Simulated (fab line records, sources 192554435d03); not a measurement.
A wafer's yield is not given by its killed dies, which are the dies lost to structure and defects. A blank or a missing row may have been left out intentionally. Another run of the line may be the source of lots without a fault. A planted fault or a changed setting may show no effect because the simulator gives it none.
Comparing a struck lot with a sound one || flow n5-finfet || 32 out of 1938 route steps
Sound: the wafers L465.3, L465.4, L465.6. Struck: wafer L475.5 (left out: L475.4, L475.6 of the same lot, which were not struck); the cause appears at the end.
For every step that has rows: the tool of each side, followed by ch and its chambers, followed by its first start. Under that, the readings that differ: sound wafers || struck wafers || difference of the means || sigmas: that difference in standard deviations of wafers without a fault.
alike: a reading whose means differ by less than 2 such deviations, as well as words and numbers matching on both sides. not compared: withheld readings; readings where some wafer has no value; bounds like >300 that might hide an equal value; numbers whose values overlap and for which the record gives no deviation.
Wherever a step has rows on one side only, a row that says differs or no value, or a row with sigmas, the two part there. Numbers that don't overlap but have no deviation are shown without sigmas and don't part them. A reading missing from all wafers of one side parts the sides only when that side holds two or more wafers.

first, 5 steps without rows for these wafers: N5_BEOL_M14_SOFTBAKE_23 (time 60 s); N5_BEOL_M14_EXPOSE_25 (exposes mask M14, target cd 280 nm); N5_BEOL_M14_PEB_26 (peb time 90 s); N5_BEOL_M14_DEVELOP_27 (develop time 45 s); N5_BEOL_M14_HARDBAKE_32 (time 120 s).
N5_BEOL_M14_CD_MEAS_28: the cd target is 284.4 nm.
  sound on cd-sem-02 ch 0, day 11 15:12; struck on cd-sem-03 ch 0, day 14 05:08
  alike: cd-nm
N5_BEOL_M14_OVL_MEAS_29:
  sound on overlay-02 ch 0, day 11 15:14; struck on overlay-01 ch 0, day 14 05:10
  alike: M14_OVL
N5_BEOL_M14_INSPECT_30: inspects for defects (macro).
  sound on defect-inspect-02 at day 11 15:16; struck on defect-inspect-01 at day 14 05:11
{"reading": "raw-defect-count", "sound": "2 1 0", "struck": 4, "difference": "+3", "sigmas": "+2"}
N5_BEOL_M14_DESCUM_33: chemistry O2, time 7.9 s.
  sound on rie-diel-03 ch 1,2, day 11 15:17; struck on rie-diel-04 ch 3, day 14 05:13
{"reading": "drypump-motor-current-A (A)", "sound": "5.44 5.75 5.75", "struck": 6.24, "difference": "+0.59", "sigmas": "+2"}
{"reading": "throttle-valve-pct (%)", "sound": "20.05 20.17 20.18", "struck": 20.76, "difference": "+0.63", "sigmas": "+3"}
  alike: o2-flow-sccm, oes-product-au, rf-vpp-V, showerhead-plenum-p-Torr
  not compared: rf-hours-counter-h
then, 3 steps without rows for these wafers: N5_BEOL_M14_ETCH_67 (etches SiARC in CF4, target depth 143 nm, time 238.3 s); N5_BEOL_M14_ETCH_68 (etches SOC in N2/H2, time 450 s); N5_BEOL_M14_STRIP_69 (strips in N2/H2).
N5_BEOL_M14_TRENCH_ETCH_34: etches SiO2 in C4F8/O2/Ar, target depth 556.65 nm, time 126.9 s.
  sound on rie-diel-03 ch 1,2, day 11 15:44; struck on rie-diel-04 ch 3, day 14 05:41
{"reading": "throttle-valve-pct (%)", "sound": "30.43 30.59 30.56", "struck": 31.19, "difference": "+0.66", "sigmas": "+3"}
{"reading": "model.etch.depth-nm (nm)", "sound": "562.5 563.1 560.9", "struck": 529.3, "difference": -32.9, "sigmas": ""}
  alike: C4F8_flow_sccm, drypump-motor-current-A, he-outer-torr, oes-product-au, rf-vpp-V, showerhead-plenum-p-Torr
  not compared: rf-hours-counter-h
then, 1 step without rows for these wafers: N5_BEOL_M14_STRIP_70 (strips in C4F8/O2/Ar).
N5_BEOL_M14_OCD_MEAS_35:
  sound on ocd-01 at day 11 15:54; struck on ocd-01 at day 14 05:50
{"reading": "trench-depth-nm (nm)", "sound": "562 563 561", "struck": 529, "difference": -33, "sigmas": -3}
N5_BEOL_M14_STRIP_37: strips in O2.
  sound on rie-diel-03 ch 1,3, day 11 17:05; struck on rie-diel-05 ch 1, day 14 11:32
  alike: drypump-motor-current-A, o2-flow-sccm, oes-product-au, rf-vpp-V, showerhead-plenum-p-Torr, throttle-valve-pct
  not compared: rf-hours-counter-h
N5_BEOL_M14_ETCH_38: etches SiCN in CF4/N2, target depth 106.5 nm, time 120.6 s.
  sound on rie-diel-03 ch 1,3; struck on rie-diel-05 ch 1
  alike: drypump-motor-current-A, oes-product-au, rf-vpp-V, showerhead-plenum-p-Torr, throttle-valve-pct
  not compared: rf-hours-counter-h
then, 6 steps without rows for these wafers: N5_BEOL_M14_PRECLEAN_39 (cleans in residue remover, time 60 s); N5_BEOL_M14_SRD_40 (time 30 s, dry time 30 s); N5_BEOL_M14_DEGAS_41 (time 60 s); N5_BEOL_M14_PRE_CLEAN_42 (time 30 s); N5_BEOL_M14_SPUTTER_43 (material TaN, target thk 15 nm, time 24.19 s); N5_BEOL_M14_SPUTTER_44 (material Ta, target thk 15 nm, time 24.19 s).
N5_BEOL_M14_SPUTTER_45: material Cu, target thk 100 nm, time 16.67 s.
  sound on pvd-sputter-01 at day 11 17:37; struck on pvd-sputter-01 at day 14 12:06
  alike: cathode-dc-power-W, throttle-valve-pct
then, 1 step without rows for these wafers: N5_BEOL_M14_ECD_47 (material Cu, target thk 1248 nm).
N5_BEOL_M14_ANNEAL_48: time 90 s.
  sound on rtp-anneal-01 ch 0, day 11 18:09; struck on rtp-anneal-01 ch 0, day 14 12:32
  alike: anneal-temp-c-max, wafer_temp_C_max
N5_BEOL_M14_CMP_49: polishes, stops on SiO2, t overpolish 5.2 s, target thk 560 nm.
  sound on cmp-02 ch 0,1,2, day 11 18:24; struck on cmp-02 ch 3, day 14 12:49
{"reading": "barrier-field-endpoint-s (s)", "sound": "11.01 10.88 10.68", "struck": 11.68, "difference": "+0.82", "sigmas": "+3"}
{"reading": "time-to-endpoint-s (s)", "sound": "115 113 114", "struck": 125, "difference": "+11", "sigmas": "+3"}
{"reading": "model.Cu_of_BEOL_M14_ECD_47.thk-nm (nm)", "sound": "563.8 565.6 563.6", "struck": 532.8, "difference": -31.5, "sigmas": ""}
  alike: motor-current-A, overpolish-run-s, slurry-flow-ml-min
  not compared: pad-life-wafers
N5_BEOL_M14_THK_MEAS_50: measures by xrf.
  sound on film-metro-02 at day 11 18:40; struck on film-metro-01 at day 14 13:00
{"reading": "M14_THK (nm)", "sound": "566 569 566", "struck": 541, "difference": -26, "sigmas": -2}
then, 2 steps without rows for these wafers: N5_BEOL_M14_PRE_CLEAN_52 (time 15 s); N5_BEOL_M14_DEP_53 (deposits SiCN from 3MS/NH3, target thk 50 nm, time 17.8 s).
N5_BEOL_M14_RS_MEAS_54: a four-point-probe measurement.
  sound on film-metro-01 at day 11 18:47; struck on film-metro-02 at day 14 13:08
{"reading": "M14_RS (ohm/sq)", "sound": "0.0329 0.0328 0.0329", "struck": 0.0349, "difference": "+0.0020", "sigmas": "+3"}
N5_BEOL_M14_INSPECT_55: inspects for defects (darkfield).
  sound on defect-inspect-02 at day 11 18:49; struck on defect-inspect-01 at day 14 13:09
{"reading": "raw-defect-count", "sound": "93 136 96", "struck": 43, "difference": -65, "sigmas": -2}

== WHERE THEY PART ==
Last at N5_BEOL_M14_INSPECT_55 as far as this record goes, first at N5_BEOL_M14_INSPECT_30.

WHY: whatever the simulator had introduced
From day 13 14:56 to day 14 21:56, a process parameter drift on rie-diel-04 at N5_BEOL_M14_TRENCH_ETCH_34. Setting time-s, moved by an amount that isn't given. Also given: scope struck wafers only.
